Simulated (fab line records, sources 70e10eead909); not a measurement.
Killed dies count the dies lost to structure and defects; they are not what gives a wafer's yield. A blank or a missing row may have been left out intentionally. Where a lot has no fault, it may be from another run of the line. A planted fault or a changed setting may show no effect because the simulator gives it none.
A lot that was struck, set against a sound lot || flow nandHarc || 39 out of 1302 route steps
Sound: wafers L261.1, L261.2, L261.3. Wafers struck: L269.1, L269.3, L269.4. At the end, the cause is stated.
Per side, at each step with rows, come the tool, then ch with its chambers, and then its first start. Under that, the readings that differ: sound wafers || struck wafers || difference of the means || sigmas: that difference in standard deviations of wafers without a fault.
alike: readings with means less than 2 such deviations apart, plus words and numbers identical on both sides. not compared: withheld readings, readings lacking a value on some wafer, bounds such as >300 that could conceal the same value, and numbers that have no deviation in the record and whose values overlap.
A row with sigmas, a row that says differs or no value, or rows on one side alone: a step with any of these is where the two part. Non-overlapping numbers with no deviation appear without sigmas and do not part them. A reading missing from all wafers of one side parts the sides only when that side holds two or more wafers.

first, 12 steps without rows for these wafers: NHARC_A_CHANNEL_FILL_D1_ALD_02 (deposits SiO2, target thk 6 nm, pulse time 10 s, ald cycles 60); NHARC_A_CHANNEL_FILL_D1_ALD_03 (deposits SiNx, target thk 6 nm, pulse time 60 s, ald cycles 58); NHARC_A_CHANNEL_FILL_D1_ALD_14 (deposits SiO2, target thk 2.5 nm, pulse time 10 s, ald cycles 25); NHARC_A_CHANNEL_FILL_D1_ALD_15 (deposits SiNx, target thk 2 nm, pulse time 60 s, ald cycles 19); NHARC_A_CHANNEL_FILL_D1_ALD_16 (deposits SiO2, target thk 1.5 nm, pulse time 10 s, ald cycles 15); NHARC_A_CHANNEL_FILL_D1_ANNEAL_17 (time 1800 s); NHARC_A_CHANNEL_FILL_D1_CVD_18 (deposits poly-Si, target thk 3 nm); NHARC_A_CHANNEL_FILL_D1_ETCHBACK_19 (etches the open film in HBr/Cl2, target depth 5 nm, time 1.7 s); NHARC_A_CHANNEL_FILL_D1_ETCHBACK_20 (etches the open film in C4F8/O2/Ar, target depth 27 nm, time 13.5 s); NHARC_A_CHANNEL_FILL_D1_STRIP_28 (strips in O2, time 20 s); NHARC_A_CHANNEL_FILL_D1_PRECLEAN_21 (cleans in dHF, time 30 s); NHARC_A_CHANNEL_FILL_D1_SRD_23.
NHARC_A_CHANNEL_FILL_D1_CVD_05: deposits poly-Si, target thk 5 nm.
  sound on lpcvdPoly-03 ch 0, day 13 00:08; struck on lpcvdPoly-03 ch 0, day 15 21:24
{"reading": "spikeTcBottomC (C)", "sound": "571.0 574.4 573.2", "struck": "584.0 582.8 585.2", "difference": "+11.1", "sigmas": "+9"}
{"reading": "spikeTcCentreC (C)", "sound": "550.2 549.3 550.5", "struck": "561.0 559.7 559.9", "difference": "+10.2", "sigmas": "+7"}
{"reading": "spikeTcLowerC (C)", "sound": "548.7 549.8 550.4", "struck": "559.4 560.7 560.5", "difference": "+10.6", "sigmas": "+12"}
{"reading": "spikeTcTopC (C)", "sound": "567.4 570.8 569.8", "struck": "579.1 579.5 578.4", "difference": "+9.7", "sigmas": "+7"}
{"reading": "spikeTcUpperC (C)", "sound": "548.2 549.4 548.9", "struck": "560.6 561.1 559.1", "difference": "+11.4", "sigmas": "+11"}
  alike: zonePowerCentrePct
then, 24 steps without rows for these wafers: NHARC_A_CHANNEL_FILL_D1_ANNEAL_22 (time 7200 s); NHARC_A_CHANNEL_FILL_D1_ALD_25 (deposits SiOx, target thk 60 nm, pulse time 10 s, ald cycles 600); NHARC_A_CHANNEL_FILL_D1_ETCHBACK_08 (etches the open film in C4F8, target depth 220 nm, time 110 s); NHARC_A_CHANNEL_FILL_D1_STRIP_29 (strips in O2, time 20 s); NHARC_A_CHANNEL_FILL_D1_PRECLEAN_30 (cleans in dHF, time 30 s); NHARC_A_CHANNEL_FILL_D1_SRD_31; NHARC_A_CHANNEL_FILL_D1_CVD_09 (deposits poly-Si, target thk 150 nm, time 3000 s); NHARC_A_CHANNEL_FILL_D1_CMP_10 (polishes, target thk 150 nm); NHARC_A_CHANNEL_FILL_D1_SRD_12; NHARC_A_DECK1_JOINT_ETCHBACK_07 (etches the open film in HBr, target depth 105 nm, time 26.9 s); NHARC_A_DECK1_JOINT_ETCH_25 (etches SiO2 in dHF, target depth 0.5 nm); NHARC_A_DECK1_JOINT_ETCH_19 (etches poly-Si in TMAH, target depth 3 nm); NHARC_A_DECK1_JOINT_ETCH_18 (etches SiO2 in dHF, target depth 3 nm); NHARC_A_DECK1_JOINT_WET_08 (chemistry H3PO4, time 86 s); NHARC_A_DECK1_JOINT_ETCH_09 (etches SiO2 in dHF, target depth 5 nm); NHARC_A_DECK1_JOINT_WET_10 (chemistry H3PO4, time 86 s); NHARC_A_DECK1_JOINT_ETCH_11 (etches SiO2 in dHF, target depth 35 nm); NHARC_A_DECK1_JOINT_CVD_12 (deposits poly-Si, target thk 90 nm, time 1800 s); NHARC_A_DECK1_JOINT_CMP_13 (polishes, target thk 51.023 nm); NHARC_A_DECK1_JOINT_SRD_04; NHARC_A_DECK1_JOINT_ETCHBACK_00 (etches the open film in HBr, target depth 30 nm, time 17.4 s); NHARC_A_DECK1_JOINT_PRECLEAN_30 (cleans in SC1); NHARC_A_DECK1_JOINT_SRD_31; NHARC_A_DECK1_JOINT_CVD_34 (deposits SiNx, target thk 20 nm).
-- the record jumps here: 15 days lie between the struck wafers' starts before and after (it left off in module A_DECK1_JOINT and takes up again in module END, whose first step shown is number 1301 of the route) --
NHARC_END_WLT_00:
  sound: prober-01 at day 27 11:04; struck: prober-02 at day 30 18:55
{"reading": "VT_DECK1_BOTTOM", "sound": "0.847 0.847 0.851", "struck": "0.936 0.942 0.929", "difference": "+0.087", "sigmas": "+12"}
{"reading": "VT_DECK1_BOTTOM_INNER", "sound": "0.851 0.854 0.850", "struck": "0.941 0.937 0.924", "difference": "+0.082", "sigmas": "+11"}
{"reading": "VT_DECK1_MEDIAN_NEAR_BOTTOM", "sound": "0.852 0.851 0.845", "struck": "0.942 0.923 0.931", "difference": "+0.083", "sigmas": "+10"}
{"reading": "VT_DECK1_MEDIAN_NEAR_BOTTOM_INNER", "sound": "0.841 0.845 0.853", "struck": "0.946 0.925 0.931", "difference": "+0.088", "sigmas": "+11"}
{"reading": "VT_DECK1_MIDDLE", "sound": "0.867 0.862 0.863", "struck": "0.962 0.949 0.948", "difference": "+0.089", "sigmas": "+12"}
{"reading": "VT_DECK1_MIDDLE_INNER", "sound": "0.870 0.870 0.866", "struck": "0.953 0.948 0.950", "difference": "+0.082", "sigmas": "+12"}
{"reading": "VT_DECK1_TOP", "sound": "0.873 0.893 0.876", "struck": "0.961 0.950 0.971", "difference": "+0.080", "sigmas": "+12"}
{"reading": "VT_DECK1_TOP_INNER", "sound": "0.881 0.865 0.876", "struck": "0.966 0.966 0.972", "difference": "+0.094", "sigmas": "+13"}
{"reading": "VT_DECK2_BOTTOM", "sound": "0.860 0.869 0.855", "struck": "0.871 0.872 0.881", "difference": "+0.013", "sigmas": "+2"}
  alike: VT_DECK2_BOTTOM_INNER, VT_DECK2_MEDIAN_NEAR_BOTTOM, VT_DECK2_MEDIAN_NEAR_BOTTOM_INNER, VT_DECK2_MIDDLE, VT_DECK2_MIDDLE_INNER, VT_DECK2_TOP, VT_DECK2_TOP_INNER
  not compared: hold
NHARC_END_SORT_01:
  sound on prober-01 ch 0, day 27 14:02; struck on prober-02 ch 0, day 30 22:35
{"reading": "hold", "sound": "- - -", "struck": "awaitDispo/0.7h/release awaitDispo/0.7h/release awaitDispo/0.7h/release", "difference": "no value on the sound wafers", "sigmas": ""}
  alike: killedAtArray, killedAtOther, killedAtPeriphery, killedDies, killedOpen, killedShort

== WHERE THEY PART ==
Earliest at NHARC_A_CHANNEL_FILL_D1_CVD_05; latest, in this record, at NHARC_END_SORT_01.

WHY: whatever the simulator had introduced
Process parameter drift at NHARC_A_CHANNEL_FILL_D1_CVD_05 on lpcvdPoly-03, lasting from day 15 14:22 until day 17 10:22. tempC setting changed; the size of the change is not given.
